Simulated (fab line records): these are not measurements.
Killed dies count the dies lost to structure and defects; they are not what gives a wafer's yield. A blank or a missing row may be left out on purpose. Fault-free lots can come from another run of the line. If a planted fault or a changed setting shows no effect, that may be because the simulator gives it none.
A lot that was struck, set against a sound lot	flow nandHarc	14 out of 1159 route steps
Sound: the wafers L137.2, L137.4, L137.5. Struck: wafers L141.2, L141.3, L141.6. The cause is given at the end.
Order at every step that has rows: each side's tool, ch and its chambers, its first start. Under that, the readings that differ: sound wafers	struck wafers	difference of the means	sigmas: that difference in standard deviations of wafers without a fault.
alike: readings with means less than 2 such deviations apart, plus words and numbers identical on both sides. not compared: withheld readings, readings lacking a value on some wafer, bounds such as >300 that could conceal the same value, and numbers that have no deviation in the record and whose values overlap.
The two part at a step that has a row with sigmas, a row that says differs or no value, or rows on one side only. Numbers that have no deviation but don't overlap get no sigmas and don't part them. A reading that every wafer of one side lacks parts them only if that side has two wafers or more.

NHARC_A_M1_INSPECT_27:
  sound on defectInspect-02 at day 19 15:54; struck on defectInspect-01 at day 20 13:59
reading	sound	struck	difference	sigmas
rawDefectCount	469 1032 673	322 427 301	-375	-3
NHARC_A_M1_PRE_CLEAN_32: time 12 s.
  sound on pecvd-01 ch 0,1,2, day 19 15:59; struck on pecvd-01 ch 0,1,2, day 20 14:07
  alike: heaterPowerOuterW, heaterPowerW
NHARC_A_M1_DEP_33: deposits SiCN, target thk 30 nm.
  sound on pecvd-01 ch 0,1,2, day 19 16:08; struck on pecvd-01 ch 0,1,2, day 20 14:11
  alike: heaterPowerOuterW, heaterPowerW
NHARC_A_BONDPAD_DEP_00: deposits SiCN, target thk 250 nm.
  sound on pecvd-04 ch 0,2, day 19 16:43; struck on pecvd-02 ch 0,1, day 20 14:44
  alike: heaterPowerOuterW, heaterPowerW
NHARC_A_BONDPAD_CMP_29: polishes SiCN, target thk 200 nm.
  sound on cmp-03 ch 0,1, day 19 17:02; struck on cmp-04 ch 0,1,2, day 20 15:20
  alike: motorCurrentA
NHARC_A_BONDPAD_THK_MEAS_30: measures by ellipsometry.
  sound on filmMetro-01 at day 19 17:17; struck on filmMetro-02 at day 20 15:32
  alike: thkNm
then, 5 steps without rows for these wafers: NHARC_A_BONDPAD_SRD_31; NHARC_A_BONDPAD_DEHYDRATE_01 (time 120 s); NHARC_A_BONDPAD_HMDS_02 (time 30 s); NHARC_A_BONDPAD_COAT_33 (time 65 s); NHARC_A_BONDPAD_COAT_03 (resist thk 600 nm).
NHARC_A_BONDPAD_SOFTBAKE_04: time 70 s.
  sound on lithoTrack-05 ch 0, day 19 17:00; struck on lithoTrack-05 ch 0, day 20 15:00
reading	sound	struck	difference	sigmas
heaterPowerTotalW (W)	199.5 200.4 199.0	235.2 236.6 235.5	+36.1	+28
  alike: resistLineTempC
following that, these wafers have no rows for 1 step: NHARC_A_BONDPAD_EBR_05.
NHARC_END_SORT_01:
  sound on prober-01 ch 0, day 20 21:47; struck on prober-01 ch 0, day 22 07:01
reading	sound	struck	difference	sigmas
sortRimYieldPct (%)	96.2 100.0 96.2	96.2 90.6 90.6	-5.0	-2
  alike: defectLimitedYield, killedAtArray, killedAtOther, killedAtPeriphery, killedDies, killedOpen, killedShort, sort_bin_2_pct, sort_bin_3_pct, sort_bin_4_pct, sortNPass, sortYieldPct

WHERE THEY PART
At NHARC_A_M1_INSPECT_27 first; at NHARC_END_SORT_01 last (within this record only).

WHY: what the simulator had put in
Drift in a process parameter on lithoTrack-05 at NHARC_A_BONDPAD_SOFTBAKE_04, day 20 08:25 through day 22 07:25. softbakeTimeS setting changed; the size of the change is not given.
